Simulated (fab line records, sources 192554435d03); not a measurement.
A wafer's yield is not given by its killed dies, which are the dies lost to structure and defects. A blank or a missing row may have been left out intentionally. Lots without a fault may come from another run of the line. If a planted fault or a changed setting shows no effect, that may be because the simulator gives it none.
Split-lot study -- flow n5 finfet -- 21 wafers read from 7 lots, route of 1938 steps

ABOUT THE SPLIT
At N5_BEOL_M7_COAT_63 (time 60 s, resist thk 60 nm), the setting spin rpm was moved away from the recipe's 1500 rpm on 8 of the 21 wafers read, by -3.1% to +10.4%. This setting was run at the recipe's value on the other wafers.

Reading taken at the split's own step.

THE READING
SOC_of_BEOL_M7_COAT_63.thk nm (the simulator's own value, which no gauge read), in nm, at N5_BEOL_M7_COAT_63 (time 60 s, resist thk 60 nm). There is no usual value for it anywhere in the file. The 13 wafers here that ran the recipe average 60.1 nm, standard deviation 0.23 nm.

wafer,"tool, chamber at the split","spin rpm as run, rpm",against the recipe,"SOC_of_BEOL_M7_COAT_63.thk nm, nm",against lot-mates on the recipe
L076.1,"litho track-03, 0",1500,recipe,60.4,-
L076.3,"litho track-03, 0",1500,recipe,60.4,-
L076.5,"litho track-03, 0",1500,recipe,60.4,-
L078.3,"litho track-03, 0",1500,recipe,60.4,-
L078.4,"litho track-03, 0",1453,-3.1%,61.2,+0.9
L078.6,"litho track-03, 0",1500,recipe,60.2,-
L077.2,"litho track-05, 0",1500,recipe,60,-
L077.3,"litho track-05, 0",1500,recipe,60,-
L077.6,"litho track-05, 0",1613,+7.5%,58,-2.0
L080.3,"litho track-05, 0",1500,recipe,60,-
L080.5,"litho track-05, 0",1500,recipe,60,-
L080.4,"litho track-05, 0",1656,+10.4%,57,-3.0
L083.3,"litho track-04, 0",1652,+10.1%,57.2,-2.6
L083.5,"litho track-04, 0",1500,recipe,59.8,-
L083.6,"litho track-04, 0",1500,recipe,59.8,-
L086.1,"litho track-04, 0",1629,+8.6%,57.8,-2.6
L086.3,"litho track-04, 0",1629,+8.6%,58,-2.4
L086.5,"litho track-04, 0",1500,recipe,60.4,-
L091.1,"litho track-04, 0",1618,+7.9%,57.8,-2.2
L091.4,"litho track-04, 0",1618,+7.9%,57.8,-2.2
L091.3,"litho track-04, 0",1500,recipe,60,-

FIT RESULTS
A straight line over all 21 wafers: SOC_of_BEOL_M7_COAT_63.thk nm changes by -0.288 nm for each +1% of spin rpm; r = -0.99; the points scatter about the line by 0.21 nm.
The same after taking each lot's own level away (the mean of its wafers on the recipe; 21 wafers): -0.279 nm for each +1%; r = -1.00; scatter 0.084 nm.
Per that fit: largest spin rpm move, reading shift of 2.9 nm.
Measured against the standard deviation above, the lots' own levels, which go from 59.80 to 60.40 nm, span 2.6 times it.
The two slopes are in agreement: the lot-to-lot level therefore moves the slope only a little.
Check: for one of the wafers moved furthest among these (+10.4%), held out of the fit, the line's prediction against its lot-mates is -2.87 nm. It came out at -3 nm against them.

FURTHER SPLITS ON THESE WAFERS
Before the reading, these wafers also passed through other splits. Each is held against what the fit with the lots' levels taken away leaves over:
other split on the same wafers,wafers away from the commonest value,r with SOC_of_BEOL_M7_COAT_63.thk nm (lot level and that fit taken away)
N5_BEOL_M3_EXPOSE_08 dose mj,3,+0.29
N5_BEOL_M4_ILD_DEP_00 time s,3,-0.04
N5_BEOL_M4_COAT_05 spin rpm,5,+0.17
N5_BEOL_M4_COAT_76 spin rpm,7,-0.15
N5_BEOL_M4_EXPOSE_25 dose mj,2,-0.20

THE FILE'S OWN FIT
SOC_of_BEOL_M7_COAT_63.thk nm changes by -0.276 nm for each +1% of spin rpm, r = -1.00.
